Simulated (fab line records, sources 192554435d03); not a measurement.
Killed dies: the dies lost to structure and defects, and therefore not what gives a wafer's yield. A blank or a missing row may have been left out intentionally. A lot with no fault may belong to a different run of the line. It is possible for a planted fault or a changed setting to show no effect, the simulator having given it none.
fab line records | flow n5Finfet
record: lots: 7 wafers: 21 lastDay: 18
route steps=1938 shown BEOL_M9@1407
lots that met no fault: taken from a fault-free run of the same line
startH: the number of hours between the record's first day and the start of the first shown wafer of the lot | waitH: hours from the lot's prior step to this one | " repeats the value in the row above | L1.1+2: a single row standing in for several wafers | - no value, or no start given | * or withheld: withheld | < > ~ a bound
route shown NAME@n: names a module that has steps shown in the file, with the first one's number in the route | usual: mean/standard deviation taken from wafers without a fault | same: alike in all rows | chamber/n: place in a boat | sites: the reading at each site | _std_site: standard deviation across them | _edge_site: inner sites' mean taken away from outer sites' mean | radiusMm: for every site, how far away it sits from the centre of the wafer | mask NAME#n: copy n | behind: the last tool/chamber to shape the wafer | hold: why the lot was held/for how many hours/how that ended | device: which transistor (n, p or np) failed to switch | end of line: tests of these same wafers at the route's end | a step without rows: its recipe alone | killed: count of dies lost to structure and defects at first sort (not the wafer's yield) | map: per-die view of a wafer (x killed, . not killed, _ where there is no die)
set.NAME: the run value of the setting; set.NAME@STEP: its run value at that earlier step | model.NAME: the simulator's own value behind a step, which no gauge read
lots at some steps of the route; a table a step, a row a wafer
services: a tool's chamber out of use, with start hour (startH, from the record's first day; less than 0 if before it), hours out, and reason
== steps ==
step: N5_BEOL_M9_COAT_60
recipe: resist: SiARC tempC: 220 timeS: 60 spinRpm: 1500 resistThkNm: 30
step: N5_BEOL_M9_COAT_05
recipe: resist: CAR-ArF spinRpm: 1500 resistThkNm: 90
step: N5_BEOL_M9_EBR_07
recipe: solvent: PGMEA ebrWidthMm: 1.5
step: N5_BEOL_M9_SOFTBAKE_06
recipe: tempC: 110 timeS: 60 resist: CAR-ArF
step: N5_BEOL_M9_EXPOSE_08
recipe: maskId: M9 na: 1.35 sourceShape: dipole sigmaInner: 0.411 sigmaOuter: 0.611 polarization: te doseMj: 53.75
step: N5_BEOL_M9_PEB_09
recipe: pebTempC: withheld pebTimeS: 60 resist: CAR-ArF
step: N5_BEOL_M9_DEVELOP_10
recipe: developTimeS: 30 developer: TMAH resist: CAR-ArF rinseLiquid: diw dry: airSpin devTempC: 23
step: N5_BEOL_M9_CD_MEAS_11
recipe: targetCdNm: 64.1 landingEnergyEv: 500 detector: seInlens polarity: opening
usual: cdNm: 64.2/0.85
columns lot.wafer tool chamber startH waitH cdNm
L657.1 cdSem-03 0 219.20 - 65.0
L657.5 " 0 " " 65.0
L657.6 " 0 " " 63.8
L658.1 cdSem-01 0 228.38 - 64.5
L658.2 " 0 " " 64.7
L658.5 " 0 " " 65.2
L667.4 cdSem-02 0 286.17 - 64.3
L667.5 " 0 " " 63.4
L667.6 " 0 " " 64.7
L669.2 cdSem-03 0 292.98 - 65.3
L669.5 " 0 " " 65.0
L669.6 " 0 " " 65.1
L671.1 cdSem-01 0 309.12 - 62.7
L671.2 " 0 " " 63.6
L671.5 " 0 " " 63.3
L676.1 cdSem-02 0 342.68 - 64.8
L676.4 " 0 " " 65.0
L676.6 " 0 " " 63.9
L677.1 cdSem-01 0 354.15 - 62.2
L677.3 " 0 " " 63.0
L677.6 " 0 " " 62.4
step: N5_BEOL_M9_OVL_MEAS_12
recipe: pointsPerWafer: 44
usual: M9_OVL: -0.5/0.76
columns lot.wafer tool chamber startH waitH M9_OVL[nm]
L657.1 overlay-01 0 219.23 0.0 -1.1
L657.5 " 0 " " -0.3
L657.6 " 0 " " -0.4
L658.1 overlay-01 0 228.41 0.0 -0.4
L658.2 " 0 " " -0.4
L658.5 " 0 " " -0.4
L667.4 overlay-02 0 286.20 0.0 -0.8
L667.5 " 0 " " -1.3
L667.6 " 0 " " -1.5
L669.2 overlay-01 0 293.01 0.0 -2.2
L669.5 " 0 " " -0.3
L669.6 " 0 " " -0.4
L671.1 overlay-02 0 309.16 0.0 -1.1
L671.2 " 0 " " -1.5
L671.5 " 0 " " -0.9
L676.1 overlay-01 0 342.71 0.0 0.3
L676.4 " 0 " " -0.7
L676.6 " 0 " " -1.3
L677.1 overlay-01 0 354.18 0.0 -1.5
L677.3 " 0 " " -1.6
L677.6 " 0 " " -0.7
step: N5_BEOL_M9_INSPECT_13
recipe: mode: adi inspectInstrument: brightfield
usual: rawDefectCount: 399/78
columns lot.wafer tool chamber startH waitH rawDefectCount
L657.1 defectInspect-02 - 219.25 0.0 408
L657.5 " - " " 464
L657.6 " - " " 405
L658.1 defectInspect-01 - 228.43 0.0 489
L658.2 " - " " 442
L658.5 " - " " 569
L667.4 defectInspect-02 - 286.23 0.0 338
L667.5 " - " " 378
L667.6 " - " " 442
L669.2 defectInspect-02 - 293.03 0.0 512
L669.5 " - " " 443
L669.6 " - " " 360
L671.1 defectInspect-01 - 309.18 0.0 366
L671.2 " - " " 393
L671.5 " - " " 336
L676.1 defectInspect-01 - 342.74 0.0 490
L676.4 " - " " 507
L676.6 " - " " 435
L677.1 defectInspect-01 - 354.20 0.0 441
L677.3 " - " " 457
L677.6 " - " " 307
step: N5_BEOL_M9_DESCUM_16
recipe: chemistry: O2 timeS: 7.9 sourcePowerW: 50 biasPowerW: 20 pressureMtorr: 20 rfFrequencyHz: 2.712e+07 tempC: 40 resist: CAR-ArF o2FlowSccm: 225
usual: drypumpMotorCurrentA: 5.9/0.46 oesProductAu: 0.76/0.089 rfVppV: 243.1/1.5 showerheadPlenumPTorr: 2.08/0.083 throttleValvePct: 20.5/0.32
columns lot.wafer tool chamber startH waitH drypumpMotorCurrentA oesProductAu rfHoursCounterH rfVppV showerheadPlenumPTorr throttleValvePct
L657.1 rieDiel-01 2 219.28 0.0 5.4 0.71 198 244.6 2.19 20.7
L657.5 " 1 " " 5.5 0.93 - 242.5 2.11 20.2
L657.6 " 0 " " 5.5 0.69 - 244.3 2.07 20.7
L658.1 rieDiel-01 2 228.47 0.0 5.4 0.71 201 243.5 2.19 20.7
L658.2 " 0 " " 5.5 0.69 239 242.1 2.07 20.7
L658.5 " 3 " " 5.4 0.77 - 244.0 2.09 20.8
L667.4 rieDiel-01 2 286.34 0.1 5.4 0.70 - 244.8 2.19 20.8
L667.5 " 1 " " 5.5 0.89 - 244.1 2.11 20.3
L667.6 " 3 " " 5.4 0.76 - 243.8 2.08 20.8
L669.2 rieDiel-03 1 293.06 0.0 6.7 0.66 231 240.9 1.99 20.9
L669.5 " 2 " " 6.2 0.67 - 244.1 2.11 20.4
L669.6 " 1 " " 6.8 0.67 - 241.0 1.99 20.9
L671.1 rieDiel-03 1 309.21 0.0 6.8 0.65 236 241.3 1.99 20.9
L671.2 " 2 " " 6.2 0.67 239 245.4 2.11 20.4
L671.5 " 0 " " 5.7 0.73 - 244.2 2.17 20.9
L676.1 rieDiel-06 2 342.84 0.1 5.6 0.90 33 242.5 2.04 20.7
L676.4 " 0 " " 6.5 0.72 235 241.0 1.98 20.2
L676.6 " 3 " " 5.9 0.73 - 240.1 1.91 20.1
L677.1 rieDiel-01 2 354.24 0.0 5.4 0.68 240 243.5 2.18 20.8
L677.3 " 1 " " 5.5 0.86 51 244.8 2.10 20.3
L677.6 " 0 " " 5.5 0.93 - 243.8 2.06 20.4
step: N5_BEOL_M9_ETCH_61
recipe: chemistry: CF4 target: SiARC targetDepthA: 390 maskMaterial: CAR-ArF timeS: 65 ionEnergyEv: 80 pressureMtorr: 40 sourceW: 545 biasW: 36 Ar_flow_sccm: 100 cf4FlowSccm: 100 ends: cleared
usual: biasW: 36.02/0.1 cf4FlowSccm: 100.02/0.3 drypumpMotorCurrentA: 5.9/0.47 etchRfOnTimeS: 65.1/2.1 oesProductAu: 0.65/0.077 rfVppV: 184.0/1.4 showerheadPlenumPTorr: 2.14/0.079 throttleValvePct: 15.74/0.26
columns lot.wafer tool chamber startH waitH biasW cf4FlowSccm drypumpMotorCurrentA etchRfOnTimeS oesProductAu rfHoursCounterH rfVppV showerheadPlenumPTorr throttleValvePct
L657.1 rieDiel-01 2 219.32 0.0 36.04 99.69 5.4 67.0 0.61 198 186.0 2.20 15.73
L657.5 " 1 " " 36.09 100.42 5.5 64.0 0.80 - 184.8 2.19 15.58
L657.6 " 0 " " 35.82 99.92 5.5 67.0 0.58 - 183.7 2.13 16.00
L658.1 rieDiel-01 2 228.50 0.0 36.04 99.73 5.4 67.3 0.61 201 184.2 2.20 15.74
L658.2 " 0 " " 36.02 100.19 5.5 66.9 0.59 239 184.3 2.13 15.99
L658.5 " 3 " " 36.01 99.84 5.4 65.0 0.65 - 183.5 2.16 16.04
L667.4 rieDiel-01 2 286.38 0.0 36.10 100.21 5.4 66.4 0.60 - 185.1 2.20 15.76
L667.5 " 1 " " 36.16 100.52 5.5 63.1 0.77 - 182.9 2.18 15.62
L667.6 " 3 " " 36.11 99.90 5.4 64.2 0.64 - 184.5 2.15 16.08
L669.2 rieDiel-03 1 293.10 0.0 35.93 99.88 6.8 64.4 0.58 231 183.9 2.04 16.03
L669.5 " 2 " " 36.02 100.17 6.3 68.2 0.56 - 185.2 2.21 16.00
L669.6 " 1 " " 35.78 100.16 6.8 65.1 0.58 - 182.9 2.04 16.03
L671.1 rieDiel-03 1 309.25 0.0 36.17 99.81 6.8 65.0 0.58 236 182.7 2.04 16.04
L671.2 " 2 " " 36.27 99.69 6.2 69.2 0.56 239 185.8 2.21 16.02
L671.5 " 0 " " 36.07 100.14 5.7 66.7 0.61 - 186.1 2.21 15.99
L676.1 rieDiel-06 2 342.88 0.0 36.07 100.20 5.6 62.9 0.77 33 182.9 2.09 15.73
L676.4 " 0 " " 35.99 100.21 6.5 61.9 0.62 235 184.5 2.03 15.45
L676.6 " 3 " " 36.22 100.48 5.8 62.5 0.63 - 179.0 1.97 15.43
L677.1 rieDiel-01 2 354.27 0.0 35.89 99.87 5.4 68.2 0.58 240 184.6 2.19 15.82
L677.3 " 1 " " 36.04 100.13 5.5 63.8 0.74 51 184.0 2.18 15.64
L677.6 " 0 " " 36.03 100.67 5.5 65.2 0.78 - 183.8 2.12 15.56
step: N5_BEOL_M9_ETCH_62
recipe: chemistry: N2/H2 target: SOC targetDepthA: 1100 overetchA: 220 maskMaterial: SiARC tempC: 40 timeS: 165 ionEnergyEv: 200 pressureMtorr: 30 sourceW: 840 biasW: 150 n2FlowSccm: 200 h2FlowSccm: 200
usual: biasW: 150.0/0.47 chamberPressureMTorr: 30.00/0.031 drypumpMotorCurrentA: 5.9/0.47 oesProductAu: 0.65/0.071 rfVppV: 523.8/2.8 showerheadPlenumPTorr: 2.54/0.1 throttleValvePct: 17.96/0.27
columns lot.wafer tool chamber startH waitH biasW chamberPressureMTorr drypumpMotorCurrentA oesProductAu rfHoursCounterH rfVppV showerheadPlenumPTorr throttleValvePct model.CAR-ArF_of_BEOL_M9_COAT_05.thkNm model.SiARC_of_BEOL_M9_COAT_60.thkNm
L657.1 rieDiel-01 2 219.37 0.0 150.2 29.95 5.4 0.61 198 525.7 2.64 18.04 0 23.6
L657.5 " 1 " " 150.6 30.01 5.5 0.79 - 525.7 2.58 17.65 0 23.4
L657.6 " 0 " " 149.4 30.00 5.5 0.59 - 522.0 2.52 18.14 0 23.8
L658.1 rieDiel-01 2 228.55 0.0 149.2 29.95 5.4 0.61 201 526.7 2.63 18.03 0 23.8
L658.2 " 0 " " 150.2 30.03 5.5 0.59 239 523.3 2.52 18.16 0 24
L658.5 " 3 " " 150.1 30.02 5.4 0.64 - 524.7 2.58 18.50 0 23.6
L667.4 rieDiel-01 2 286.47 0.1 - - - - - - - - 55.8 30
L667.5 " 1 " " - - - - - - - - 55.6 30
L667.6 " 3 " " - - - - - - - - 55.6 30
L669.2 rieDiel-03 1 293.15 0.0 - - - - - - - - 55 30
L669.5 " 2 " " - - - - - - - - 55.4 30
L669.6 " 1 " " - - - - - - - - 55.4 29.8
L671.1 rieDiel-03 1 309.30 0.0 - - - - - - - - 55.4 30.2
L671.2 " 2 " " - - - - - - - - 55.6 30.2
L671.5 " 0 " " - - - - - - - - 55.8 30
L676.1 rieDiel-06 2 342.93 0.0 149.3 29.99 5.7 0.75 33 521.2 2.46 17.89 0 23.2
L676.4 " 0 " " 149.6 30.02 6.6 0.60 235 520.3 2.41 17.65 0 23.4
L676.6 " 3 " " 150.2 30.00 5.9 0.62 - 517.7 2.33 17.69 0 23.4
L677.1 rieDiel-01 2 354.32 0.0 149.4 29.98 5.4 0.59 241 527.4 2.62 18.09 0 23.8
L677.3 " 1 " " 149.7 30.01 5.5 0.74 51 525.8 2.56 17.72 0 23.6
L677.6 " 0 " " 149.2 30.00 5.5 0.78 - 523.5 2.51 17.78 0 23.8
step: N5_BEOL_M9_STRIP_68
recipe: chemistry: N2/H2 tempC: 40 n2FlowSccm: 200 h2FlowSccm: 200 rfFrequencyHz: 6e+07
step: N5_BEOL_M9_STRIP_67
recipe: chemistry: CF4 resist: SiARC powerW: 300 biasPowerW: 75 pressureMtorr: 50 cf4FlowSccm: 150 rfFrequencyHz: 6e+07
usual: drypumpMotorCurrentA: 5.9/0.46 oesProductAu: 0.76/0.083 rfVppV: 271.1/1.8 showerheadPlenumPTorr: 1.79/0.069 throttleValvePct: 13.70/0.28
columns lot.wafer tool chamber startH waitH drypumpMotorCurrentA oesProductAu rfHoursCounterH rfVppV showerheadPlenumPTorr throttleValvePct
L657.1 rieDiel-01 2 219.52 0.0 5.4 0.72 198 274.5 1.84 13.71
L657.5 " 1 " " 5.5 0.92 - 274.1 1.83 13.48
L657.6 " 0 " " 5.5 0.69 - 270.0 1.79 13.96
L658.1 rieDiel-01 2 228.70 0.0 5.4 0.71 201 272.9 1.84 13.71
L658.2 " 0 " " 5.5 0.69 239 271.7 1.79 13.99
L658.5 " 3 " " 5.4 0.75 - 273.8 1.82 14.04
L667.4 rieDiel-01 2 286.56 0.0 5.4 0.71 - 270.8 1.83 13.75
L667.5 " 1 " " 5.5 0.90 - 270.9 1.83 13.53
L667.6 " 3 " " 5.4 0.73 - 270.1 1.82 14.07
L669.2 rieDiel-03 1 293.30 0.0 6.7 0.68 231 270.4 1.71 14.01
L669.5 " 2 " " 6.2 0.67 - 273.0 1.87 14.07
L669.6 " 1 " " 6.8 0.68 - 269.8 1.71 14.00
L671.1 rieDiel-03 1 309.44 0.0 6.8 0.67 236 269.5 1.71 14.01
L671.2 " 2 " " 6.2 0.68 239 271.9 1.87 14.08
L671.5 " 0 " " 5.8 0.73 - 272.9 1.85 13.96
L676.1 rieDiel-06 2 343.07 0.0 5.6 0.88 33 271.4 1.74 13.58
L676.4 " 0 " " 6.5 0.71 235 268.3 1.69 13.43
L676.6 " 3 " " 5.8 0.73 - 268.3 1.65 13.39
L677.1 rieDiel-01 2 354.47 0.0 5.4 0.69 241 273.2 1.82 13.82
L677.3 " 1 " " 5.5 0.85 51 272.0 1.82 13.57
L677.6 " 0 " " 5.5 0.92 - 270.2 1.78 13.47
step: N5_BEOL_M9_HM_OPEN_17
recipe: chemistry: Cl2/BCl3 targetDepthA: 200 overetchA: 60 target: TiN maskMaterial: SOC ionEnergyEv: 150 pressureMtorr: 10 icpW: 1000 biasW: 126 Cl2_flow_sccm: 53.25 bcl3FlowSccm: 21.75 Ar_flow_sccm: 25
usual: drypumpMotorCurrentA: 5.7/0.47 heBacksideLeakSccm: 3.4/0.31 oesProductAu: 0.64/0.11 throttleValvePct: 22.33/0.17
columns lot.wafer tool chamber startH waitH drypumpMotorCurrentA heBacksideLeakSccm oesProductAu rfHoursCounterH throttleValvePct
L657.1 rieMetal-03 1 219.56 0.0 5.2 3.4 0.60 73 22.31
L657.5 " 0 " " 6.5 3.4 0.56 - 22.21
L657.6 " 1 " " 5.1 3.6 0.60 - 22.28
L658.1 rieMetal-02 0 228.74 0.0 5.1 3.2 0.52 123 22.64
L658.2 " 1 " " 5.8 3.5 0.79 6 22.23
L658.5 " 1 " " 5.8 3.3 0.79 - 22.23
L667.4 rieMetal-03 0 286.62 0.1 6.4 3.5 0.25 - 22.87
L667.5 " 1 " " 5.2 3.4 0.26 - 22.96
L667.6 " 0 " " 6.4 3.5 0.24 - 22.88
L669.2 rieMetal-01 1 293.34 0.0 5.8 3.3 0.24 97 22.84
L669.5 " 0 " " 6.1 3.2 0.26 - 23.23
L669.6 " 1 " " 5.8 3.4 0.24 - 22.84
L671.1 rieMetal-02 0 309.49 0.0 5.1 3.0 0.36 3 22.81
L671.2 " 1 " " 5.9 3.4 0.33 14 22.91
L671.5 " 1 " " 5.8 3.3 0.32 - 22.92
L676.1 rieMetal-02 0 343.12 0.0 5.1 3.1 0.79 5 22.13
L676.4 " 1 " " 5.9 3.6 0.75 - 22.25
L676.6 " 1 " " 5.9 3.4 0.77 - 22.24
L677.1 rieMetal-02 1 354.51 0.0 5.9 3.6 0.73 18 22.28
L677.3 " 1 " " 5.8 3.3 0.74 - 22.27
L677.6 " 1 " " 5.9 3.4 0.73 - 22.29
step: N5_BEOL_M9_STRIP_19
recipe: chemistry: O2 powerW: 400 tempC: 40 pressureMtorr: 30 rfFrequencyHz: 6e+07 biasPowerW: 0 overashFraction: 0.2 o2FlowSccm: 225
usual: drypumpMotorCurrentA: 5.9/0.45 oesProductAu: 0.79/0.096 rfVppV: 3.7/0.54 showerheadPlenumPTorr: 2.08/0.086 throttleValvePct: 16.71/0.28
columns lot.wafer tool chamber startH waitH drypumpMotorCurrentA oesProductAu rfHoursCounterH rfVppV showerheadPlenumPTorr throttleValvePct
L657.1 rieDiel-03 1 219.67 0.1 6.8 0.68 211 4.2 2.00 17.08
L657.5 " 3 " " 5.8 0.78 - 3.5 1.99 16.23
L657.6 " 2 " " 6.2 0.69 - 3.7 2.13 16.73
L658.1 rieDiel-06 0 228.85 0.1 6.5 0.74 199 3.7 2.00 16.48
L658.2 " 1 " " 6.5 0.86 49 2.9 2.19 16.47
L658.5 " 2 " " 5.7 1.00 - 3.6 2.05 16.77
L667.4 rieDiel-01 2 286.72 0.1 5.4 0.70 - 3.8 2.19 17.01
L667.5 " 3 " " 5.4 0.75 - 4.1 2.08 17.03
L667.6 " 1 " " 5.5 0.89 - 4.4 2.11 16.53
L669.2 rieDiel-03 2 293.45 0.1 6.2 0.69 236 4.1 2.12 16.79
L669.5 " 1 " " 6.8 0.65 - 3.4 1.99 17.11
L669.6 " 0 " " 5.8 0.73 - 4.2 2.17 17.11
L671.1 rieDiel-06 0 309.60 0.1 6.5 0.72 224 3.3 1.99 16.50
L671.2 " 3 " " 5.9 0.74 164 3.4 1.91 16.42
L671.5 " 1 " " 6.5 0.83 - 2.6 2.19 16.51
L676.1 rieDiel-01 3 343.25 0.1 5.4 0.73 188 3.1 2.08 17.05
L676.4 " 1 " " 5.5 0.85 47 4.0 2.10 16.56
L676.6 " 0 " " 5.5 0.93 - 3.3 2.06 16.56
L677.1 rieDiel-01 0 354.62 0.1 5.5 0.93 15 4.3 2.06 16.56
L677.3 " 2 " " 5.4 0.68 241 3.4 2.18 17.03
L677.6 " 2 " " 5.4 0.68 - 3.1 2.18 17.05
step: N5_BEOL_M9_CD_MEAS_18
recipe: pitchNm: 140 targetCdNm: 70
usual: cdNm: 69.8/0.97
columns lot.wafer tool chamber startH waitH cdNm
L657.1 cdSem-02 - 219.74 0.0 70.4
L657.5 " - " " 70.3
L657.6 " - " " 70.0
L658.1 cdSem-02 - 228.92 0.0 70.0
L658.2 " - " " 70.8
L658.5 " - " " 69.9
L667.4 cdSem-02 - 286.78 0.0 -
L667.5 " - " " -
L667.6 " - " " -
L669.2 cdSem-02 - 293.52 0.1 -
L669.5 " - " " -
L669.6 " - " " -
L671.1 cdSem-03 - 309.67 0.0 -
L671.2 " - " " -
L671.5 " - " " -
L676.1 cdSem-01 - 343.32 0.0 70.2
L676.4 " - " " 71.7
L676.6 " - " " 69.2
L677.1 cdSem-03 - 354.69 0.0 68.4
L677.3 " - " " 68.0
L677.6 " - " " 67.7
step: N5_BEOL_M9_COAT_63
recipe: resist: SOC tempC: 250 timeS: 60 spinRpm: 1500 resistThkNm: 60
== services ==
columns tool chamber startH hours kind
rieDiel-06 2 198.77 - clean
rieDiel-06 2 198.77 - consumableReplace:focusRing
rieDiel-06 2 198.77 24.8 scheduledDown
rieDiel-06 2 198.77 24.8 ventCycle
rieDiel-06 - 199.41 3.9 repair
rieDiel-01 3 207.40 19.4 repair
rieMetal-03 - 211.12 0.2 repair
rieMetal-02 0 262.02 - clean
rieMetal-02 0 262.02 15.5 scheduledDown
rieMetal-02 0 262.02 15.5 ventCycle
rieDiel-01 0 267.70 - clean
rieDiel-01 0 267.70 - consumableReplace:focusRing
rieDiel-01 0 267.70 39.1 scheduledDown
rieDiel-01 0 267.70 39.1 ventCycle
rieDiel-01 1 293.98 4.3 repair
rieDiel-03 - 297.78 2.8 pm
rieDiel-01 - 333.66 2.8 pm
rieMetal-03 0 337.58 - clean
rieMetal-03 0 337.58 25.1 scheduledDown
rieDiel-03 2 348.96 - clean
rieDiel-03 2 348.96 - consumableReplace:focusRing
rieDiel-03 2 348.96 17.4 scheduledDown
rieDiel-03 2 348.96 17.4 ventCycle
rieMetal-02 - 351.23 0.6 repair
== key ==
firstSign: step: N5_BEOL_M9_ETCH_62 reading: toolRecord direction: missing
effect: step: N5_BEOL_M9_HM_OPEN_17 reading: oesProductAu direction: down sigmas: 3.4 usual: 0.64 struck: 0.28
effect: step: N5_BEOL_M9_CD_MEAS_18 reading: cdNm direction: missing
modelEffect: step: N5_BEOL_M9_ETCH_62 value: CAR-ArF_of_BEOL_M9_COAT_05.thkNm without: 0 struck: 55.51
metAt N5_BEOL_M9_ETCH_62
struckWafers L667.4,L667.5,L667.6,L669.2,L669.5,L669.6,L671.1,L671.2,L671.5
laterRowsLeftOut L667.4,L667.5,L667.6,L669.2,L669.5,L669.6,L671.1,L671.2,L671.5
sortLeftOut L667.4,L667.5,L667.6,L669.2,L669.5,L669.6,L671.1,L671.2,L671.5
onsetBetween 228.55 286.47
fault: kind: skippedStepWhole tool: rieDiel-01,rieDiel-03 chamber: - onsetH: 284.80 steps: N5_BEOL_M9_ETCH_62 scope: struckLotsOnly
sortLeftOut: the simulated sort isn't trusted on such a fault, so these wafers' sort isn't shown, and their yield isn't known
laterRowsLeftOut: the simulator's readings of these wafers behind a module that went badly wrong aren't trusted and aren't shown, but for the sort
